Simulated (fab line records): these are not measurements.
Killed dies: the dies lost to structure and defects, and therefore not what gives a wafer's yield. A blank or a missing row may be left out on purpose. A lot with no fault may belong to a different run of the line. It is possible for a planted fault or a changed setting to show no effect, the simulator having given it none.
fab line records | flow n5Finfet | part 2 of 2: steps 4 to 6 of 6
record lots=22 | wafers=66 | lastDay=19
route steps=1938 shown BEOL_M10@1491 BEOL_M11@1537
lots untouched by any fault: they come from a run of this same line in which no faults occurred
startH: hours from the record's first day to the start of the lot's first wafer shown | waitH: time in hours since the lot's previous step | " identical to the entry in the row above | L1.1+2: several wafers, shown together as one row | - value missing, or start not given | * or withheld: withheld | < > ~ a bound
route shown NAME@n: NAME is a module with steps in the file, n the number in the route of the first one | usual: average and standard deviation across the fault-free wafers | same: alike in all rows | chamber/n: place in a boat | sites: the reading at each site | _std_site: the values' standard deviation | _edge_site: the outer-site mean with the inner-site mean subtracted | radiusMm: how far each site lies from the wafer's centre | mask NAME#n: copy n | behind: the last tool/chamber to shape the wafer | hold: cause of the lot's hold/its duration in hours/its outcome | device: the n, p or np transistor that did not switch | end of line: at the end of the route, the tests of the same wafers | for a step that has no rows: nothing shown but its recipe | killed: dies lost to structure and defects at the first sort, not the wafer's yield | map: per-die view of a wafer (x killed, . not killed, _ where there is no die)
set.NAME: the run value of the setting; set.NAME@STEP: its run value at that earlier step | model.NAME: the simulator's own value behind a step, which no gauge read
route steps across a sampled set of lots; one table per step, one row per wafer
services: a tool's chamber out of use, with start hour (startH, from the record's first day; less than 0 if before it), hours out, and reason
## steps
# step N5_BEOL_M10_STRIP_77
# recipe chemistry=N2/H2 | timeS=10 | powerW=450 | tempC=40 | pressureMtorr=20 | rfFrequencyHz=6e+07 | biasPowerW=7 | n2FlowSccm=200 | h2FlowSccm=200
# usual drypumpMotorCurrentA=5.8/0.4 | h2FlowSccm=200.0/0.6 | oesProductAu=0.81/0.089 | rfVppV=59.1/0.93 | showerheadPlenumPTorr=2.53/0.085 | throttleValvePct=23.8/0.37
lot.wafer | tool       | chamber | startH | waitH | drypumpMotorCurrentA | h2FlowSccm | oesProductAu | rfHoursCounterH | rfVppV | showerheadPlenumPTorr | throttleValvePct
L077.1    | rieDiel-01 | 0       | -      | -     | 6.0                  | 199.4      | 0.68         | 223             | 61.1   | 2.62                  | 24.2
L077.2    | "          | 3       | "      | "     | 5.2                  | 199.9      | 0.70         | 235             | 59.6   | 2.39                  | 23.6
L077.5    | "          | 1       | "      | "     | 5.5                  | 199.4      | 0.86         | -               | 57.9   | 2.47                  | 23.8
L074.1    | rieDiel-05 | 0       | -      | -     | 6.4                  | 199.8      | 0.69         | 225             | 58.9   | 2.53                  | 24.6
L074.2    | "          | 2       | "      | "     | 5.1                  | 200.3      | 0.78         | 117             | 60.7   | 2.67                  | 23.6
L074.3    | "          | 3       | "      | "     | 6.6                  | 200.4      | 0.96         | 10              | 59.7   | 2.59                  | 23.4
L075.1    | rieDiel-01 | 1       | -      | -     | 5.5                  | 200.9      | 0.86         | 55              | 59.3   | 2.46                  | 23.8
L075.3    | "          | 0       | "      | "     | 6.0                  | 199.8      | 0.69         | 225             | 60.1   | 2.62                  | 24.2
L075.5    | "          | 0       | "      | "     | 6.0                  | 199.8      | 0.69         | -               | 60.5   | 2.62                  | 24.2
L076.2    | rieDiel-05 | 2       | -      | -     | 5.1                  | 200.4      | 0.78         | 121             | 60.2   | 2.67                  | 23.6
L076.5    | "          | 1       | "      | "     | 5.8                  | 199.3      | 0.85         | -               | 58.7   | 2.48                  | 24.1
L076.6    | "          | 0       | "      | "     | 6.5                  | 200.3      | 0.70         | -               | 60.0   | 2.53                  | 24.6
L079.1    | rieDiel-01 | 2       | -      | -     | 6.1                  | 200.3      | 0.98         | 6               | 57.9   | 2.49                  | 23.5
L079.2    | "          | 0       | "      | "     | 6.0                  | 199.1      | 0.68         | 233             | 59.2   | 2.61                  | 24.2
L079.6    | "          | 2       | "      | "     | 6.1                  | 199.8      | 0.98         | -               | 60.2   | 2.49                  | 23.5
L078.2    | rieDiel-05 | 3       | -      | -     | 6.6                  | 200.5      | 0.94         | 14              | 60.3   | 2.59                  | 23.4
L078.3    | "          | 0       | "      | "     | 6.5                  | 200.8      | 0.69         | 232             | 58.9   | 2.52                  | 24.6
L078.4    | "          | 1       | "      | "     | 5.8                  | 199.2      | 0.85         | 55              | 59.1   | 2.48                  | 24.1
L080.1    | rieDiel-04 | 3       | -      | -     | 6.0                  | 201.1      | 0.70         | 216             | 59.7   | 2.40                  | 23.5
L080.3    | "          | 2       | "      | "     | 6.1                  | 199.5      | 0.88         | 38              | 59.1   | 2.58                  | 24.0
L080.5    | "          | 0       | "      | "     | 5.7                  | 201.0      | 0.80         | -               | 58.4   | 2.46                  | 23.9
L082.1    | rieDiel-05 | 3       | -      | -     | 6.6                  | 201.2      | 0.90         | 27              | 58.3   | 2.59                  | 23.4
L082.4    | "          | 2       | "      | "     | 5.1                  | 200.2      | 0.76         | 138             | 60.2   | 2.66                  | 23.7
L082.5    | "          | 3       | "      | "     | 6.6                  | 200.3      | 0.92         | -               | 58.5   | 2.58                  | 23.4
L085.1    | rieDiel-05 | 0       | -      | -     | 6.4                  | 200.2      | 0.67         | 246             | 59.3   | 2.52                  | 24.6
L085.2    | "          | 2       | "      | "     | 5.1                  | 200.1      | 0.77         | 139             | 59.4   | 2.66                  | 23.7
L085.4    | "          | 3       | "      | "     | 6.6                  | 199.5      | 0.91         | 28              | 57.6   | 2.58                  | 23.4
L084.1    | rieDiel-04 | 1       | -      | -     | 5.8                  | 200.3      | 0.83         | 74              | 58.8   | 2.57                  | 23.1
L084.3    | "          | 2       | "      | "     | 6.0                  | 200.1      | 0.85         | 50              | 58.7   | 2.58                  | 24.0
L084.6    | "          | 3       | "      | "     | 5.9                  | 199.5      | 0.68         | -               | 60.3   | 2.40                  | 23.5
L087.1    | rieDiel-01 | 2       | -      | -     | 6.1                  | 200.5      | 0.91         | 35              | 57.1   | 2.48                  | 23.5
L087.2    | "          | 3       | "      | "     | 5.2                  | 200.4      | 0.97         | 8               | 59.6   | 2.70                  | 23.4
L087.3    | "          | 1       | "      | "     | 5.5                  | 199.7      | 0.83         | 91              | 58.4   | 2.45                  | 23.8
L086.2    | rieDiel-05 | 2       | -      | -     | 5.1                  | 201.1      | 0.75         | 149             | 60.4   | 2.66                  | 23.7
L086.5    | "          | 1       | "      | "     | 5.8                  | 200.5      | 0.81         | -               | 60.1   | 2.47                  | 24.1
L086.6    | "          | 2       | "      | "     | 5.1                  | 200.6      | 0.76         | -               | 59.7   | 2.65                  | 23.7
L088.1    | rieDiel-04 | 0       | -      | -     | 5.7                  | 199.3      | 0.77         | 128             | 61.0   | 2.45                  | 24.0
L088.4    | "          | 3       | "      | "     | 6.0                  | 199.8      | 0.67         | 237             | 59.4   | 2.40                  | 23.6
L088.5    | "          | 2       | "      | "     | 6.0                  | 200.5      | 0.84         | -               | 59.7   | 2.57                  | 24.0
L089.2    | rieDiel-04 | 0       | -      | -     | 5.7                  | 200.9      | 0.77         | 128             | 58.7   | 2.45                  | 24.0
L089.3    | "          | 1       | "      | "     | 5.8                  | 200.0      | 0.81         | 84              | 58.6   | 2.57                  | 23.1
L089.6    | "          | 2       | "      | "     | 6.0                  | 199.4      | 0.84         | -               | 59.0   | 2.58                  | 24.0
L090.1    | rieDiel-01 | 3       | -      | -     | 5.2                  | 199.5      | 0.94         | 15              | 59.0   | 2.70                  | 23.4
L090.3    | "          | 0       | "      | "     | 6.0                  | 200.5      | 0.98         | 5               | 61.6   | 2.60                  | 23.8
L090.5    | "          | 2       | "      | "     | 6.1                  | 200.0      | 0.89         | -               | 60.6   | 2.48                  | 23.5
L092.1    | rieDiel-01 | 0       | -      | -     | 6.0                  | 200.4      | 0.98         | 6               | 60.0   | 2.60                  | 23.8
L092.3    | "          | 2       | "      | "     | 6.1                  | 200.2      | 0.89         | 42              | 59.1   | 2.48                  | 23.5
L092.6    | "          | 0       | "      | "     | 6.0                  | 200.1      | 0.98         | -               | 60.0   | 2.60                  | 23.8
L091.1    | rieDiel-01 | 2       | -      | -     | 6.1                  | 200.6      | 0.89         | 45              | 59.4   | 2.48                  | 23.5
L091.4    | "          | 0       | "      | "     | 6.0                  | 200.7      | 0.98         | 8               | 60.3   | 2.60                  | 23.8
L091.6    | "          | 3       | "      | "     | 5.2                  | 199.3      | 0.92         | -               | 58.9   | 2.70                  | 23.4
L093.3    | rieDiel-04 | 0       | -      | -     | 5.7                  | 200.5      | 0.77         | 133             | 58.6   | 2.45                  | 24.0
L093.4    | "          | 1       | "      | "     | 5.8                  | 199.8      | 0.82         | 89              | 60.4   | 2.56                  | 23.1
L093.5    | "          | 2       | "      | "     | 6.1                  | 200.0      | 0.84         | -               | 58.8   | 2.57                  | 24.0
L094.1    | rieDiel-04 | 0       | -      | -     | 5.8                  | 199.9      | 0.77         | 136             | 58.3   | 2.45                  | 24.0
L094.2    | "          | 3       | "      | "     | 6.0                  | 199.4      | 0.68         | 245             | 57.4   | 2.39                  | 23.6
L094.4    | "          | 1       | "      | "     | 5.8                  | 198.9      | 0.82         | 92              | 59.2   | 2.56                  | 23.1
L095.1    | rieDiel-01 | 0       | -      | -     | 6.0                  | 199.9      | 0.95         | 16              | 58.6   | 2.60                  | 23.8
L095.4    | "          | 1       | "      | "     | 5.5                  | 201.5      | 0.80         | -               | 58.5   | 2.44                  | 23.8
L095.5    | "          | 0       | "      | "     | 6.0                  | 199.7      | 0.95         | -               | 58.4   | 2.60                  | 23.8
L096.1    | rieDiel-05 | 2       | -      | -     | 5.1                  | 198.7      | 0.75         | 165             | 59.6   | 2.65                  | 23.7
L096.5    | "          | 1       | "      | "     | 5.8                  | 199.7      | 0.80         | -               | 58.4   | 2.46                  | 24.1
L096.6    | "          | 3       | "      | "     | 6.6                  | 200.1      | 0.88         | -               | 60.9   | 2.58                  | 23.4
L097.2    | rieDiel-04 | 2       | -      | -     | 6.0                  | 201.0      | 0.82         | 82              | 58.6   | 2.57                  | 24.1
L097.3    | "          | 0       | "      | "     | 5.7                  | 201.0      | 0.75         | 151             | 59.3   | 2.44                  | 24.0
L097.6    | "          | 0       | "      | "     | 5.7                  | 199.5      | 0.75         | -               | 58.5   | 2.44                  | 24.0
# step N5_BEOL_M11_CURE_71
# recipe tempC=385 | timeS=240 | ambient=He/Ar | material=SiCOH_lowk
# usual lampPowerPct=52.32/0.05 | wafer_temp_C_max=387.0/0.92
lot.wafer | tool      | chamber | startH | waitH | lampPowerPct | wafer_temp_C_max
L077.1    | uvCure-03 | 2       | 251.73 | 0.0   | 52.34        | 387.3
L077.2    | "         | 2       | "      | "     | 52.29        | 387.3
L077.5    | "         | 2       | "      | "     | 52.30        | 388.1
L074.1    | uvCure-02 | 0       | 256.45 | 0.0   | 52.31        | 388.8
L074.2    | "         | 0       | "      | "     | 52.41        | 388.2
L074.3    | "         | 0       | "      | "     | 52.22        | 388.9
L075.1    | uvCure-01 | 1       | 256.91 | 0.0   | 52.33        | 385.9
L075.3    | "         | 1       | "      | "     | 52.36        | 385.9
L075.5    | "         | 1       | "      | "     | 52.25        | 386.4
L076.2    | uvCure-01 | 1       | 264.66 | 0.1   | 52.30        | 386.4
L076.5    | "         | 1       | "      | "     | 52.30        | 385.8
L076.6    | "         | 1       | "      | "     | 52.39        | 386.0
L079.1    | uvCure-02 | 2       | 276.13 | 0.5   | 52.35        | 386.6
L079.2    | "         | 2       | "      | "     | 52.30        | 386.3
L079.6    | "         | 2       | "      | "     | 52.38        | 386.5
L078.2    | uvCure-02 | 0       | 276.69 | 0.8   | 52.32        | 389.4
L078.3    | "         | 0       | "      | "     | 52.36        | 388.0
L078.4    | "         | 0       | "      | "     | 52.33        | 389.0
L080.1    | uvCure-03 | 2       | 281.94 | 0.2   | 52.23        | 387.1
L080.3    | "         | 2       | "      | "     | 52.32        | 386.6
L080.5    | "         | 2       | "      | "     | 52.32        | 386.8
L082.1    | uvCure-01 | 2       | 314.43 | 0.0   | 52.41        | 386.4
L082.4    | "         | 2       | "      | "     | 52.28        | 386.8
L082.5    | "         | 2       | "      | "     | 52.37        | 386.4
L085.1    | uvCure-03 | 2       | 317.76 | 0.0   | 52.40        | 387.5
L085.2    | "         | 2       | "      | "     | 52.35        | 387.7
L085.4    | "         | 2       | "      | "     | 52.35        | 387.4
L084.1    | uvCure-03 | 0       | 318.64 | 0.0   | 52.22        | 386.7
L084.3    | "         | 0       | "      | "     | 52.28        | 386.9
L084.6    | "         | 0       | "      | "     | 52.32        | 387.0
L087.1    | uvCure-03 | 1       | 338.63 | 0.0   | 52.32        | 386.7
L087.2    | "         | 1       | "      | "     | 52.31        | 387.0
L087.3    | "         | 1       | "      | "     | 52.28        | 387.5
L086.2    | uvCure-02 | 2       | 345.53 | 0.1   | 52.24        | 386.2
L086.5    | "         | 2       | "      | "     | 52.38        | 386.2
L086.6    | "         | 2       | "      | "     | 52.38        | 386.3
L088.1    | uvCure-02 | 1       | 346.42 | 0.0   | 52.35        | 386.8
L088.4    | "         | 1       | "      | "     | 52.31        | 387.1
L088.5    | "         | 1       | "      | "     | 52.29        | 386.9
L089.2    | uvCure-03 | 2       | 347.77 | 0.1   | 52.30        | 387.3
L089.3    | "         | 2       | "      | "     | 52.28        | 387.3
L089.6    | "         | 2       | "      | "     | 52.35        | 387.9
L090.1    | uvCure-01 | 2       | 355.71 | 0.0   | 52.29        | 386.3
L090.3    | "         | 2       | "      | "     | 52.20        | 387.0
L090.5    | "         | 2       | "      | "     | 52.24        | 386.6
L092.1    | uvCure-01 | 1       | 356.27 | 0.0   | 52.38        | 386.1
L092.3    | "         | 1       | "      | "     | 52.37        | 386.1
L092.6    | "         | 1       | "      | "     | 52.37        | 385.8
L091.1    | uvCure-02 | 2       | 364.16 | 0.0   | 52.37        | 386.3
L091.4    | "         | 2       | "      | "     | 52.33        | 386.8
L091.6    | "         | 2       | "      | "     | 52.33        | 386.8
L093.3    | uvCure-03 | 0       | 364.38 | 0.2   | 52.32        | 387.4
L093.4    | "         | 0       | "      | "     | 52.34        | 386.8
L093.5    | "         | 0       | "      | "     | 52.40        | 387.4
L094.1    | uvCure-02 | 2       | 372.17 | 0.0   | 52.43        | 386.3
L094.2    | "         | 2       | "      | "     | 52.32        | 386.6
L094.4    | "         | 2       | "      | "     | 52.38        | 386.6
L095.1    | uvCure-02 | 0       | 383.10 | 0.0   | 52.28        | 389.0
L095.4    | "         | 0       | "      | "     | 52.39        | 387.9
L095.5    | "         | 0       | "      | "     | 52.27        | 387.9
L096.1    | uvCure-02 | 2       | 386.49 | 0.0   | 52.29        | 386.8
L096.5    | "         | 2       | "      | "     | 52.33        | 386.6
L096.6    | "         | 2       | "      | "     | 52.32        | 387.0
L097.2    | uvCure-01 | 0       | 402.79 | 0.2   | 52.28        | 385.8
L097.3    | "         | 0       | "      | "     | 52.32        | 385.8
L097.6    | "         | 0       | "      | "     | 52.34        | 385.8
# step N5_BEOL_M11_THK_MEAS_01
# recipe reads=SiCOH_lowk_of_BEOL_M11_ILD_DEP_00
# usual M11_ILD_THK=268/3.6
lot.wafer | tool         | chamber | startH | waitH | M11_ILD_THK[nm]
L077.1    | filmMetro-01 | -       | 252.25 | 0.4   | 263
L077.2    | "            | -       | "      | "     | 267
L077.5    | "            | -       | "      | "     | 272
L075.1    | filmMetro-02 | -       | 257.42 | 0.4   | 270
L075.3    | "            | -       | "      | "     | 264
L075.5    | "            | -       | "      | "     | 274
L074.1    | filmMetro-02 | -       | 257.45 | 0.8   | 260
L074.2    | "            | -       | "      | "     | 261
L074.3    | "            | -       | "      | "     | 260
L076.2    | filmMetro-02 | -       | 265.09 | 0.4   | 265
L076.5    | "            | -       | "      | "     | 270
L076.6    | "            | -       | "      | "     | 266
L079.1    | filmMetro-01 | -       | 276.64 | 0.4   | 266
L079.2    | "            | -       | "      | "     | 264
L079.6    | "            | -       | "      | "     | 272
L078.2    | filmMetro-02 | -       | 277.12 | 0.4   | 267
L078.3    | "            | -       | "      | "     | 263
L078.4    | "            | -       | "      | "     | 271
L080.1    | filmMetro-02 | -       | 282.47 | 0.4   | 264
L080.3    | "            | -       | "      | "     | 262
L080.5    | "            | -       | "      | "     | 266
L082.1    | filmMetro-02 | -       | 314.94 | 0.4   | 266
L082.4    | "            | -       | "      | "     | 267
L082.5    | "            | -       | "      | "     | 269
L085.1    | filmMetro-01 | -       | 318.27 | 0.4   | 266
L085.2    | "            | -       | "      | "     | 263
L085.4    | "            | -       | "      | "     | 264
L084.1    | filmMetro-02 | -       | 319.15 | 0.4   | 265
L084.3    | "            | -       | "      | "     | 268
L084.6    | "            | -       | "      | "     | 277
L087.1    | filmMetro-01 | -       | 339.14 | 0.4   | 269
L087.2    | "            | -       | "      | "     | 267
L087.3    | "            | -       | "      | "     | 269
L086.2    | filmMetro-01 | -       | 345.96 | 0.4   | 267
L086.5    | "            | -       | "      | "     | 273
L086.6    | "            | -       | "      | "     | 269
L088.1    | filmMetro-01 | -       | 346.93 | 0.4   | 269
L088.4    | "            | -       | "      | "     | 270
L088.5    | "            | -       | "      | "     | 271
L089.2    | filmMetro-01 | -       | 348.20 | 0.4   | 270
L089.3    | "            | -       | "      | "     | 270
L089.6    | "            | -       | "      | "     | 274
L090.1    | filmMetro-01 | -       | 356.22 | 0.4   | 264
L090.3    | "            | -       | "      | "     | 269
L090.5    | "            | -       | "      | "     | 266
L092.1    | filmMetro-01 | -       | 356.79 | 0.4   | 263
L092.3    | "            | -       | "      | "     | 265
L092.6    | "            | -       | "      | "     | 270
L091.1    | filmMetro-01 | -       | 364.67 | 0.4   | 264
L091.4    | "            | -       | "      | "     | 272
L091.6    | "            | -       | "      | "     | 272
L093.3    | filmMetro-01 | -       | 364.73 | 0.3   | 268
L093.4    | "            | -       | "      | "     | 269
L093.5    | "            | -       | "      | "     | 272
L094.1    | filmMetro-01 | -       | 372.68 | 0.4   | 266
L094.2    | "            | -       | "      | "     | 269
L094.4    | "            | -       | "      | "     | 275
L095.1    | filmMetro-01 | -       | 383.61 | 0.4   | 263
L095.4    | "            | -       | "      | "     | 273
L095.5    | "            | -       | "      | "     | 269
L096.1    | filmMetro-01 | -       | 387.00 | 0.4   | 262
L096.5    | "            | -       | "      | "     | 269
L096.6    | "            | -       | "      | "     | 268
L097.2    | filmMetro-02 | -       | 403.22 | 0.4   | 265
L097.3    | "            | -       | "      | "     | 268
L097.6    | "            | -       | "      | "     | 269
## services
tool        | chamber | startH | hours | kind
rieDiel-01  | 0       | 225.24 | 4.7   | repair
rieDiel-01  | 2       | 230.49 | -     | clean
rieDiel-01  | 2       | 230.49 | -     | consumableReplace:focusRing
rieDiel-01  | 2       | 230.49 | 26.0  | scheduledDown
rieDiel-01  | 2       | 230.49 | 26.0  | ventCycle
rieDiel-05  | -       | 234.04 | 0.4   | repair
rieMetal-01 | -       | 238.84 | 2.8   | pm
uvCure-03   | -       | 273.81 | 2.1   | pm
uvCure-01   | -       | 275.09 | 7.5   | pm
uvCure-03   | -       | 275.94 | 6.0   | pm
rieDiel-05  | 3       | 279.85 | 1.7   | repair
uvCure-02   | -       | 282.68 | 7.5   | pm
rieDiel-01  | 3       | 284.66 | -     | clean
rieDiel-01  | 3       | 284.66 | -     | consumableReplace:focusRing
rieDiel-01  | 3       | 284.66 | -     | consumableReplace:showerhead
rieDiel-01  | 3       | 284.66 | 35.6  | scheduledDown
rieDiel-01  | 3       | 284.66 | 35.6  | ventCycle
uvCure-02   | -       | 300.87 | 4.5   | pm
rieMetal-02 | 0       | 305.36 | 20.5  | repair
rieDiel-05  | 3       | 328.32 | 4.4   | repair
rieMetal-03 | 0       | 349.65 | 79.3  | repair
rieDiel-01  | 3       | 364.06 | 16.3  | repair
rieDiel-05  | 0       | 376.70 | 8.0   | repair
rieMetal-01 | -       | 397.86 | 1.4   | repair
